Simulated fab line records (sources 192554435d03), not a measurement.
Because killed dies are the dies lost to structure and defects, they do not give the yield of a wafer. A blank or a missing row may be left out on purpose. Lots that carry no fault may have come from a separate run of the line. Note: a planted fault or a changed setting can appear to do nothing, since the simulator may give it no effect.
8D (eight disciplines) problem report, filled in by code	flow n5 finfet	the parts of the form that need people (team, actions taken, sign-off) are left out

== 1. WHAT IS WRONG ==
A mean of 22.86 nm is read at N5_FIN_SAQP_CD_MEAS_27 for cd nm, taken on 1 wafer of 1 lot, against 20.33 nm (standard deviation 0.23) on wafers free of any fault. Measured from the usual mean, that is +11 standard deviations.
The step: target cd 20 nm.
First seen on wafer L250.4, day 6 06:38, on cd sem-03. The record holds 23 wafers of 8 lots with a number at this step. The rule behind "out" and "out of limits": a value lying over 4 standard deviations away from the usual mean. The other wafers with a number count as sound.

== 2. WHAT THIS IS AND IS NOT ==
question	is	is not
which readings at this step	cd nm	-
which lots	L250	L234, L240, L241, L243, L252, L253, L254
which wafers of those lots	L250.4	L250.3, L250.5
read on which gauges	cd sem-03	cd sem-01, cd sem-02
when	from day 6 06:38	up to then (13 sound wafers); but 9 sound wafers of L252, L253, L254 came after

== 3. THE SUSPECTS, EACH WITH WHAT RULES IT OUT ==
Counting: any tool at a process step up to the reading remains a suspect provided it ran every lot that is out. Sound lots after the first of them don't rule it out here, since some wafers of a struck lot are sound.
- the gauge at N5_FIN_SAQP_CD_MEAS_27: ruled out. All the wafers that are out were read on cd sem-03, but those of them that N5_PASSIVATION_PROBE_49 has rows for are out there too, on other tools.
- ald sin-02 at N5_FIN_SAQP_SPACER1_ALD_24 (deposits SiO2, target thk 20.3 nm, pulse time 1 s, purge time 2 s): kept. It processed L250, the lot that is out, at day 6 05:43, and its most recent sound lot before then was L241 at day 3 22:46.
- rie si-03 at N5_FIN_SAQP_MANDREL1_REMOVE_56 (chemistry HBr/Cl2/O2, target a-Si, stops on SiNx, bt time 10 s): kept. It processed L250, the lot that is out, at day 6 06:31, and its most recent sound lot before then was L243 at day 4 12:18.
- Within ald sin-02 at N5_FIN_SAQP_SPACER1_ALD_24: the wafers that are out ran in chamber 1; their sound lot-mates ran in chambers 2, 3.
- Within rie si-03 at N5_FIN_SAQP_MANDREL1_REMOVE_56: the wafers that are out ran in chamber 2; their sound lot-mates ran in chambers 0, 3.
After counting, ald sin-02 at N5_FIN_SAQP_SPACER1_ALD_24 and rie si-03 at N5_FIN_SAQP_MANDREL1_REMOVE_56 remain.

== 4. THE CAUSE (what the simulator had put in) ==
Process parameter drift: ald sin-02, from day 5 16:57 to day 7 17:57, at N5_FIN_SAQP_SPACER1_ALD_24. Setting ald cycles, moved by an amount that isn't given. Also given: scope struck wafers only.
After counting, 2 suspects remain, this tool included.

== 5. THE CHAIN OF EFFECTS, in route order ==
Rows list readings where the struck wafers' mean (over those with a number) sits beyond 3 standard deviations from the usual. Only readings for which the record gives a usual standard deviation are gone through. hours: the time from each lot's start at the first step in this table that gives one to its start at this step, as a median over the lots. sigmas: the change in usual standard deviations.
hours	step	reading	usual	on struck wafers	change	sigmas
0	N5_FIN_SAQP_CD_MEAS_27	cd nm	20.33 nm	22.86	+2.53	+11
347	N5_PASSIVATION_PROBE_49	defect limited yield	90.9 %	55.8	-35.1	-22
347	N5_PASSIVATION_PROBE_49	killed at front end	39	447	+408	+37
347	N5_PASSIVATION_PROBE_49	killed dies	107	521	+414	+22
347	N5_PASSIVATION_PROBE_49	sort_bin_5_function	5.3 %	40.4	+35.1	+35
347	N5_PASSIVATION_PROBE_49	sort n pass	1072	659	-413	-21
347	N5_PASSIVATION_PROBE_49	sort yield pct	90.9 %	55.8	-35.1	-21
Process steps it contains:
- N5_PASSIVATION_PROBE_49
Later measuring or inspecting steps at which every struck wafer that the step has a row for has a number for every such reading, and none has moved that far: N5_BEOL_M4_RC_MEAS_101.

== 6. WHAT WOULD HAVE CAUGHT IT SOONER ==
14 hours passed between the start of the fault at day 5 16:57 and the first reading out of limits at a measuring or inspecting step in this record, taken at day 6 06:38.
No tool reading at N5_FIN_SAQP_SPACER1_ALD_24 that has a usual standard deviation in the record was out on any struck wafer, so an alarm limit of 4 standard deviations on those readings would not have fired.
Each of the lots that are out, 1 in all, had begun N5_FIN_SAQP_SPACER1_ALD_24 on ald sin-02 no later than day 6 06:38. None of them would have been spared by holding the tool at that moment.
